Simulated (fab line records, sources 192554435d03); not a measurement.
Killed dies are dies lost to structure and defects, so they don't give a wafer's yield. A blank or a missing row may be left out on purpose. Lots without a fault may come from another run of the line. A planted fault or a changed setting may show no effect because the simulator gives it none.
fab line records | flow n5_finfet | part 1 of 2: steps 1 to 25 of 36
record lots=5 wafers=15 last_day=16
route steps=1938 shown BEOL_M2@903 BEOL_M3@931
lots that met no fault: from a run of the same line without faults
start_h: hours from the record's first day to the start of the lot's first wafer shown | wait_h: hours since the lot's step before | " the same as in the row above | L1.1+2: a row that stands for several wafers | - no value, or no start given | * or withheld: withheld | < > ~ a bound
route shown NAME@n: a module of which the file shows steps, and the number in the route of the first | usual: mean/standard deviation of fault-free wafers | same: alike in all rows | chamber/n: place in a boat | sites: the reading at each site | _std_site: their standard deviation | _edge_site: outer sites' mean less inner sites' | radius_mm: how far each site lies from the wafer's centre | mask NAME#n: copy n | behind: the tool/chamber that last shaped the wafer | hold: why the lot was held/for how many hours/how that ended | device: the transistor (n, p or np) that didn't switch | end of line: the same wafers' tests at the end of the route | a step without rows: its recipe alone | killed: dies lost to structure and defects at the first sort, not the wafer's yield | map: a wafer's dies, x killed, . not, _ none there
set.NAME: the setting as run; set.NAME@STEP: as run at that earlier step | model.NAME: the simulator's own value behind a step, which no gauge read
lots at some steps of the route; a table a step, a row a wafer
services: from which hour (start_h, from the record's first day; less than 0 if before it) a tool's chamber was out of use, for how many hours, and why
## steps
# step N5_BEOL_M2_CVD_47
# recipe material=Co target_thk_a=30 temp_c=withheld precursor=CCTBA/H2 pressure_torr=30 time_s=223.8
# usual chamber_pressure_Torr=30.00/0.062
# columns lot.wafer tool chamber start_h wait_h chamber_pressure_Torr
L077.3 cvd_co-02 1 157.98 0.1 30.11
L077.5 " 2 " " 29.98
L077.6 " 1 " " 30.10
L085.1 cvd_co-02 2 200.79 0.6 29.92
L085.3 " 2 " " 29.97
L085.5 " 1 " " 30.14
L088.1 cvd_co-02 2 230.66 0.3 29.98
L088.5 " 2 " " 29.98
L088.6 " 1 " " 29.89
L091.1 cvd_co-02 1 247.58 0.2 30.07
L091.2 " 2 " " 29.95
L091.6 " 1 " " 30.00
L095.1 cvd_co-01 2 263.36 0.0 30.03
L095.3 " 1 " " 29.87
L095.4 " 2 " " 30.01
# step N5_BEOL_M2_SPUTTER_48
# recipe material=Cu target_thk_a=45 temp_c=-20 chamber_pressure_pa=0.07 power_w=withheld time_s=8.29
# usual throttle_valve_pct=29.8/0.96
# columns lot.wafer tool chamber start_h wait_h throttle_valve_pct
L077.3 pvd_sputter-03 - 158.30 0.2 28.5
L077.5 " - " " 30.3
L077.6 " - " " 28.5
L085.1 pvd_sputter-01 - 202.19 1.3 30.2
L085.3 " - " " 31.3
L085.5 " - " " 30.4
L088.1 pvd_sputter-01 - 230.83 0.1 30.1
L088.5 " - " " 31.4
L088.6 " - " " 30.4
L091.1 pvd_sputter-02 - 247.84 0.2 30.3
L091.2 " - " " 30.7
L091.6 " - " " 28.2
L095.1 pvd_sputter-01 - 263.60 0.2 30.2
L095.3 " - " " 30.2
L095.4 " - " " 29.4
# step N5_BEOL_M2_ANNEAL_49
# recipe temp_c=400 time_s=240 ambient=vacuum
# usual heater_power_w=803/76
# columns lot.wafer tool chamber start_h wait_h heater_power_w
L077.3 pvd_sputter-03 - 158.38 0.0 926
L077.5 " - " " 736
L077.6 " - " " 933
L085.1 pvd_sputter-01 - 202.27 0.0 718
L085.3 " - " " 798
L085.5 " - " " 707
L088.1 pvd_sputter-01 - 230.91 0.0 900
L088.5 " - " " 786
L088.6 " - " " 924
L091.1 pvd_sputter-02 - 247.92 0.0 753
L091.2 " - " " 730
L091.6 " - " " 815
L095.1 pvd_sputter-01 - 263.68 0.0 895
L095.3 " - " " 711
L095.4 " - " " 858
# step N5_BEOL_M2_SPUTTER_79
# recipe material=Cu target_thk_a=45 temp_c=-20 chamber_pressure_pa=0.07 power_w=withheld time_s=8.29
# usual throttle_valve_pct=29.8/0.96
# columns lot.wafer tool chamber start_h wait_h throttle_valve_pct
L077.3 pvd_sputter-03 - 158.52 0.1 28.2
L077.5 " - " " 30.4
L077.6 " - " " 28.3
L085.1 pvd_sputter-01 - 202.41 0.1 30.0
L085.3 " - " " 31.1
L085.5 " - " " 30.2
L088.1 pvd_sputter-01 - 231.05 0.1 30.0
L088.5 " - " " 31.5
L088.6 " - " " 30.1
L091.1 pvd_sputter-02 - 248.06 0.1 30.3
L091.2 " - " " 30.4
L091.6 " - " " 28.0
L095.1 pvd_sputter-01 - 263.82 0.1 30.1
L095.3 " - " " 30.2
L095.4 " - " " 29.4
# step N5_BEOL_M2_ANNEAL_80
# recipe temp_c=400 time_s=240 ambient=vacuum
# usual heater_power_w=800/77
# columns lot.wafer tool chamber start_h wait_h heater_power_w
L077.3 pvd_sputter-03 - 158.60 0.0 915
L077.5 " - " " 746
L077.6 " - " " 917
L085.1 pvd_sputter-01 - 202.49 0.0 725
L085.3 " - " " 770
L085.5 " - " " 703
L088.1 pvd_sputter-01 - 231.13 0.0 900
L088.5 " - " " 770
L088.6 " - " " 895
L091.1 pvd_sputter-02 - 248.14 0.0 774
L091.2 " - " " 708
L091.6 " - " " 783
L095.1 pvd_sputter-01 - 263.90 0.0 922
L095.3 " - " " 701
L095.4 " - " " 851
# step N5_BEOL_M2_SPUTTER_81
# recipe material=Cu target_thk_a=45 temp_c=-20 chamber_pressure_pa=0.07 power_w=withheld time_s=8.29
# usual throttle_valve_pct=29.8/0.97
# columns lot.wafer tool chamber start_h wait_h throttle_valve_pct
L077.3 pvd_sputter-03 - 158.74 0.1 28.4
L077.5 " - " " 30.4
L077.6 " - " " 28.0
L085.1 pvd_sputter-01 - 202.63 0.1 30.1
L085.3 " - " " 31.3
L085.5 " - " " 30.0
L088.1 pvd_sputter-01 - 231.27 0.1 30.3
L088.5 " - " " 31.5
L088.6 " - " " 30.1
L091.1 pvd_sputter-02 - 248.28 0.1 30.1
L091.2 " - " " 30.5
L091.6 " - " " 28.1
L095.1 pvd_sputter-01 - 264.04 0.1 30.2
L095.3 " - " " 30.1
L095.4 " - " " 29.4
# step N5_BEOL_M2_ANNEAL_82
# recipe temp_c=400 time_s=240 ambient=vacuum
# usual heater_power_w=800/76
# columns lot.wafer tool chamber start_h wait_h heater_power_w
L077.3 pvd_sputter-03 - 158.82 0.0 909
L077.5 " - " " 740
L077.6 " - " " 922
L085.1 pvd_sputter-01 - 202.71 0.0 713
L085.3 " - " " 812
L085.5 " - " " 719
L088.1 pvd_sputter-01 - 231.35 0.0 909
L088.5 " - " " 792
L088.6 " - " " 875
L091.1 pvd_sputter-02 - 248.36 0.0 764
L091.2 " - " " 725
L091.6 " - " " 823
L095.1 pvd_sputter-01 - 264.12 0.0 872
L095.3 " - " " 709
L095.4 " - " " 899
# step N5_BEOL_M2_SPUTTER_86
# recipe material=Cu target_thk_a=45 temp_c=-20 chamber_pressure_pa=0.07 power_w=withheld time_s=8.29
# usual throttle_valve_pct=29.8/0.96
# columns lot.wafer tool chamber start_h wait_h throttle_valve_pct
L077.3 pvd_sputter-03 - 158.96 0.1 28.4
L077.5 " - " " 30.2
L077.6 " - " " 28.4
L085.1 pvd_sputter-01 - 202.85 0.1 30.4
L085.3 " - " " 31.4
L085.5 " - " " 30.4
L088.1 pvd_sputter-01 - 231.49 0.1 30.4
L088.5 " - " " 31.3
L088.6 " - " " 30.0
L091.1 pvd_sputter-02 - 248.50 0.1 30.1
L091.2 " - " " 30.7
L091.6 " - " " 28.1
L095.1 pvd_sputter-01 - 264.26 0.1 30.2
L095.3 " - " " 30.1
L095.4 " - " " 29.3
# step N5_BEOL_M2_ANNEAL_87
# recipe temp_c=400 time_s=240 ambient=vacuum
# usual heater_power_w=801/78
# columns lot.wafer tool chamber start_h wait_h heater_power_w
L077.3 pvd_sputter-03 - 159.04 0.0 941
L077.5 " - " " 742
L077.6 " - " " 915
L085.1 pvd_sputter-01 - 202.93 0.0 712
L085.3 " - " " 780
L085.5 " - " " 728
L088.1 pvd_sputter-01 - 231.57 0.0 928
L088.5 " - " " 814
L088.6 " - " " 897
L091.1 pvd_sputter-02 - 248.58 0.0 775
L091.2 " - " " 721
L091.6 " - " " 809
L095.1 pvd_sputter-01 - 264.34 0.0 913
L095.3 " - " " 714
L095.4 " - " " 881
# step N5_BEOL_M2_SPUTTER_88
# recipe material=Cu target_thk_a=45 temp_c=-20 chamber_pressure_pa=0.07 power_w=withheld time_s=8.29
# usual throttle_valve_pct=29.8/0.95
# columns lot.wafer tool chamber start_h wait_h throttle_valve_pct
L077.3 pvd_sputter-03 - 159.18 0.1 28.2
L077.5 " - " " 30.5
L077.6 " - " " 28.5
L085.1 pvd_sputter-01 - 203.07 0.1 30.3
L085.3 " - " " 31.6
L085.5 " - " " 30.1
L088.1 pvd_sputter-01 - 231.71 0.1 29.9
L088.5 " - " " 31.3
L088.6 " - " " 30.4
L091.1 pvd_sputter-02 - 248.72 0.1 30.0
L091.2 " - " " 30.5
L091.6 " - " " 28.0
L095.1 pvd_sputter-01 - 264.48 0.1 30.0
L095.3 " - " " 30.1
L095.4 " - " " 29.3
# step N5_BEOL_M2_ANNEAL_89
# recipe temp_c=400 time_s=240 ambient=vacuum
# usual heater_power_w=801/75
# columns lot.wafer tool chamber start_h wait_h heater_power_w
L077.3 pvd_sputter-03 - 159.26 0.0 955
L077.5 " - " " 754
L077.6 " - " " 918
L085.1 pvd_sputter-01 - 203.15 0.0 714
L085.3 " - " " 787
L085.5 " - " " 692
L088.1 pvd_sputter-01 - 231.79 0.0 901
L088.5 " - " " 803
L088.6 " - " " 906
L091.1 pvd_sputter-02 - 248.80 0.0 750
L091.2 " - " " 727
L091.6 " - " " 831
L095.1 pvd_sputter-01 - 264.56 0.0 877
L095.3 " - " " 710
L095.4 " - " " 880
# step N5_BEOL_M2_SPUTTER_90
# recipe material=Cu target_thk_a=45 temp_c=-20 chamber_pressure_pa=0.07 power_w=withheld time_s=8.29
# usual throttle_valve_pct=29.8/0.94
# columns lot.wafer tool chamber start_h wait_h throttle_valve_pct
L077.3 pvd_sputter-03 - 159.40 0.1 28.2
L077.5 " - " " 30.3
L077.6 " - " " 28.1
L085.1 pvd_sputter-01 - 203.29 0.1 30.0
L085.3 " - " " 31.6
L085.5 " - " " 30.2
L088.1 pvd_sputter-01 - 231.93 0.1 30.1
L088.5 " - " " 31.3
L088.6 " - " " 30.3
L091.1 pvd_sputter-02 - 248.94 0.1 30.5
L091.2 " - " " 30.2
L091.6 " - " " 28.2
L095.1 pvd_sputter-01 - 264.70 0.1 30.2
L095.3 " - " " 30.0
L095.4 " - " " 29.2
# step N5_BEOL_M2_ANNEAL_91
# recipe temp_c=400 time_s=240 ambient=vacuum
# usual heater_power_w=801/77
# columns lot.wafer tool chamber start_h wait_h heater_power_w
L077.3 pvd_sputter-03 - 159.48 0.0 934
L077.5 " - " " 726
L077.6 " - " " 919
L085.1 pvd_sputter-01 - 203.37 0.0 732
L085.3 " - " " 814
L085.5 " - " " 693
L088.1 pvd_sputter-01 - 232.01 0.0 883
L088.5 " - " " 787
L088.6 " - " " 907
L091.1 pvd_sputter-02 - 249.02 0.0 747
L091.2 " - " " 729
L091.6 " - " " 822
L095.1 pvd_sputter-01 - 264.78 0.0 906
L095.3 " - " " 705
L095.4 " - " " 875
# step N5_BEOL_M2_SPUTTER_92
# recipe material=Cu target_thk_a=45 temp_c=-20 chamber_pressure_pa=0.07 power_w=withheld time_s=8.29
# usual throttle_valve_pct=29.8/0.93
# columns lot.wafer tool chamber start_h wait_h throttle_valve_pct
L077.3 pvd_sputter-03 - 159.62 0.1 28.1
L077.5 " - " " 30.5
L077.6 " - " " 28.2
L085.1 pvd_sputter-01 - 203.51 0.1 30.2
L085.3 " - " " 31.5
L085.5 " - " " 30.2
L088.1 pvd_sputter-01 - 232.15 0.1 30.3
L088.5 " - " " 31.2
L088.6 " - " " 30.0
L091.1 pvd_sputter-02 - 249.16 0.1 30.2
L091.2 " - " " 30.4
L091.6 " - " " 28.0
L095.1 pvd_sputter-01 - 264.92 0.1 30.0
L095.3 " - " " 30.4
L095.4 " - " " 29.3
# step N5_BEOL_M2_ANNEAL_93
# recipe temp_c=400 time_s=240 ambient=vacuum
# usual heater_power_w=800/76
# columns lot.wafer tool chamber start_h wait_h heater_power_w
L077.3 pvd_sputter-03 - 159.70 0.0 911
L077.5 " - " " 739
L077.6 " - " " 925
L085.1 pvd_sputter-01 - 203.59 0.0 735
L085.3 " - " " 781
L085.5 " - " " 719
L088.1 pvd_sputter-01 - 232.23 0.0 890
L088.5 " - " " 783
L088.6 " - " " 892
L091.1 pvd_sputter-02 - 249.24 0.0 778
L091.2 " - " " 731
L091.6 " - " " 806
L095.1 pvd_sputter-01 - 265.00 0.0 903
L095.3 " - " " 723
L095.4 " - " " 897
# step N5_BEOL_M2_SPUTTER_94
# recipe material=Cu target_thk_a=45 temp_c=-20 chamber_pressure_pa=0.07 power_w=withheld time_s=8.29
# usual throttle_valve_pct=29.8/0.95
# columns lot.wafer tool chamber start_h wait_h throttle_valve_pct
L077.3 pvd_sputter-03 - 159.84 0.1 28.2
L077.5 " - " " 30.3
L077.6 " - " " 28.1
L085.1 pvd_sputter-01 - 203.73 0.1 30.0
L085.3 " - " " 31.5
L085.5 " - " " 30.3
L088.1 pvd_sputter-01 - 232.37 0.1 30.0
L088.5 " - " " 31.4
L088.6 " - " " 30.0
L091.1 pvd_sputter-02 - 249.38 0.1 30.2
L091.2 " - " " 30.5
L091.6 " - " " 28.1
L095.1 pvd_sputter-01 - 265.14 0.1 30.3
L095.3 " - " " 30.3
L095.4 " - " " 29.5
# step N5_BEOL_M2_ANNEAL_95
# recipe temp_c=400 time_s=240 ambient=vacuum
# usual heater_power_w=799/76
# columns lot.wafer tool chamber start_h wait_h heater_power_w
L077.3 pvd_sputter-03 - 159.92 0.0 907
L077.5 " - " " 742
L077.6 " - " " 925
L085.1 pvd_sputter-01 - 203.81 0.0 708
L085.3 " - " " 789
L085.5 " - " " 718
L088.1 pvd_sputter-01 - 232.45 0.0 912
L088.5 " - " " 788
L088.6 " - " " 906
L091.1 pvd_sputter-02 - 249.46 0.0 743
L091.2 " - " " 699
L091.6 " - " " 808
L095.1 pvd_sputter-01 - 265.22 0.0 890
L095.3 " - " " 702
L095.4 " - " " 859
# step N5_BEOL_M2_SPUTTER_96
# recipe material=Cu target_thk_a=45 temp_c=-20 chamber_pressure_pa=0.07 power_w=withheld time_s=8.29
# usual throttle_valve_pct=29.8/0.93
# columns lot.wafer tool chamber start_h wait_h throttle_valve_pct
L077.3 pvd_sputter-03 - 160.06 0.1 28.2
L077.5 " - " " 30.5
L077.6 " - " " 28.3
L085.1 pvd_sputter-01 - 203.95 0.1 30.6
L085.3 " - " " 31.3
L085.5 " - " " 30.1
L088.1 pvd_sputter-01 - 232.59 0.1 30.0
L088.5 " - " " 31.3
L088.6 " - " " 29.8
L091.1 pvd_sputter-02 - 249.60 0.1 30.1
L091.2 " - " " 30.5
L091.6 " - " " 28.2
L095.1 pvd_sputter-01 - 265.36 0.1 30.0
L095.3 " - " " 29.8
L095.4 " - " " 29.1
# step N5_BEOL_M2_ECD_50
# recipe material=Cu target_thk_a=3000
# columns lot.wafer tool chamber start_h wait_h
L077.3+5+6 ecd_cu-02 1,1,0 160.19 0.1
L085.1+3+5 ecd_cu-02 0,0,1 204.07 0.1
L088.1+5+6 ecd_cu-02 0,1,0 232.71 0.1
L091.1+2+6 ecd_cu-02 0,1,0 249.72 0.1
L095.1+3+4 ecd_cu-02 0,1,0 265.48 0.1
# step N5_BEOL_M2_ANNEAL_51
# recipe temp_c=225 time_s=90 ambient=N2
# usual anneal_temp_c_max=226.00/0.24 wafer_temp_C_max=226.6/0.35
# columns lot.wafer tool chamber start_h wait_h anneal_temp_c_max wafer_temp_C_max
L077.3 rtp_anneal-02 0 160.54 0.3 226.52 226.3
L077.5 " 0 " " 226.22 226.9
L077.6 " 0 " " 226.33 226.1
L085.1 rtp_anneal-02 0 204.15 0.1 225.97 226.1
L085.3 " 0 " " 225.90 226.1
L085.5 " 0 " " 225.82 226.1
L088.1 rtp_anneal-01 0 232.79 0.1 226.23 227.1
L088.5 " 0 " " 225.93 227.1
L088.6 " 0 " " 226.44 226.7
L091.1 rtp_anneal-02 0 249.80 0.1 225.93 226.4
L091.2 " 0 " " 226.02 226.7
L091.6 " 0 " " 225.78 226.1
L095.1 rtp_anneal-01 0 265.65 0.1 225.74 227.0
L095.3 " 0 " " 226.07 226.6
L095.4 " 0 " " 226.54 227.1
# step N5_BEOL_M2_CMP_52
# recipe stop_on=SiOC t_overpolish_s=6.8 down_force_psi=1 platen_rpm=50 clearing_platen_down_force_psi=1.5 clearing_platen_rpm=50 post_cmp_clean=cu_alkaline target_thk_nm=40 clearing_platen_pad_velocity_m_s=0.99484 pad_velocity_m_s=0.99484
# usual barrier_field_endpoint_s=24.5/0.69 motor_current_A=5.9/0.57 overpolish_run_s=6.800/0.0094 platen_rpm=50.00/0.034 slurry_filter_dp_kPa=13.47/0.15 time_to_endpoint_s=62/3.6
# same t_overpolish_s=6.8
# columns lot.wafer tool chamber start_h wait_h barrier_field_endpoint_s motor_current_A overpolish_run_s platen_rpm slurry_filter_dp_kPa time_to_endpoint_s
L077.3 cmp-03 3 160.87 0.3 25.3 6.9 6.800 50.02 13.43 70
L077.5 " 0 " " 24.6 4.7 6.796 50.01 13.45 62
L077.6 " 1 " " 24.2 6.5 6.793 50.05 13.61 60
L085.1 cmp-03 2 204.59 0.4 23.9 5.2 6.788 49.97 13.40 62
L085.3 " 3 " " 24.5 6.6 6.787 49.99 13.61 63
L085.5 " 0 " " 23.2 5.2 6.804 50.03 13.26 58
L088.1 cmp-01 2 233.16 0.3 23.5 6.8 6.794 49.99 13.68 61
L088.6 " 0 " " 24.0 6.7 6.790 49.98 13.47 60
L088.5 " 1 " " 23.6 5.7 6.813 50.00 13.51 60
L091.2 cmp-03 3 250.13 0.2 24.8 6.6 6.821 49.96 13.51 63
L091.1 " 1 " " 24.0 6.4 6.808 50.07 13.65 61
L091.6 " 2 " " 25.0 5.3 6.800 50.02 13.76 65
L095.1 cmp-01 0 265.94 0.3 23.7 6.4 6.802 50.02 13.29 56
L095.4 " 2 " " 24.7 6.3 6.791 50.00 13.54 60
L095.3 " 3 " " 24.7 5.8 6.793 50.02 13.38 58
# step N5_BEOL_M2_THK_MEAS_53
# recipe thk_meas_gauge=xrf reads=Cu_of_BEOL_M2_ECD_50
# usual M2_THK=40.0/2
# columns lot.wafer tool chamber start_h wait_h M2_THK[nm]
L077.3 film_metro-02 - 161.05 - 41.0
L077.5 " - " " 40.8
L077.6 " - " " 39.0
L085.1 film_metro-01 - 204.81 - 42.1
L085.3 " - " " 39.0
L085.5 " - " " 37.2
L088.1 film_metro-01 - 233.38 - 39.4
L088.5 " - " " 36.8
L088.6 " - " " 39.2
L091.1 film_metro-01 - 250.39 - 37.1
L091.2 " - " " 41.8
L091.6 " - " " 40.6
L095.1 film_metro-01 - 266.24 - 41.0
L095.3 " - " " 37.8
L095.4 " - " " 39.9
# step N5_BEOL_M2_PRE_CLEAN_60
# recipe gas=NH3/H2 time_s=15 temp_c=* rf_power_w=300
# usual heater_power_w=81/18
# columns lot.wafer tool chamber start_h wait_h heater_power_w
L077.3 cvd_co-02 1 161.09 0.0 96
L077.5 " 2 " " 56
L077.6 " 0 " " 74
L085.1 cvd_co-02 0 205.11 0.3 74
L085.3 " 1 " " 99
L085.5 " 2 " " 55
L088.1 cvd_co-02 1 233.42 0.0 96
L088.5 " 1 " " 98
L088.6 " 2 " " 57
L091.1 cvd_co-02 0 250.43 0.0 76
L091.2 " 2 " " 55
L091.6 " 0 " " 77
L095.1 cvd_co-01 2 266.40 0.2 105
L095.3 " 1 " " 68
L095.4 " 2 " " 106
# step N5_BEOL_M2_CO_CAP_55
# recipe material=Co target_thk_a=20 temp_c=200 precursor=CCTBA/H2 pressure_torr=30 time_s=102.1
# usual chamber_pressure_Torr=30.00/0.073 heater_power_w=231/23
# columns lot.wafer tool chamber start_h wait_h chamber_pressure_Torr heater_power_w
L077.3 cvd_co-02 1 161.13 0.0 30.12 250
L077.5 " 2 " " 29.93 198
L077.6 " 0 " " 29.96 221
L085.1 cvd_co-02 0 205.15 0.0 30.09 223
L085.3 " 1 " " 29.95 251
L085.5 " 2 " " 30.06 196
L088.1 cvd_co-02 1 233.46 0.0 30.01 247
L088.5 " 1 " " 29.94 252
L088.6 " 2 " " 29.98 196
L091.1 cvd_co-02 0 250.47 0.0 30.02 220
L091.2 " 2 " " 29.96 198
L091.6 " 0 " " 29.96 223
L095.1 cvd_co-01 2 266.44 0.0 29.98 267
L095.3 " 1 " " 29.92 215
L095.4 " 2 " " 29.99 262
# step N5_BEOL_M2_PRE_CLEAN_56
# recipe gas=NH3 time_s=15 temp_c=withheld rf_power_w=300
# columns lot.wafer tool chamber start_h wait_h
L077.3+5+6 pecvd-01 2,2,1 161.22 0.1
L085.1+3+5 pecvd-02 1,0,0 205.26 0.1
L088.1+5+6 pecvd-02 1,2,1 233.55 0.1
L091.1+2+6 pecvd-04 0,1,2 250.56 0.1
L095.1+3+4 pecvd-02 0,2,1 266.53 0.1
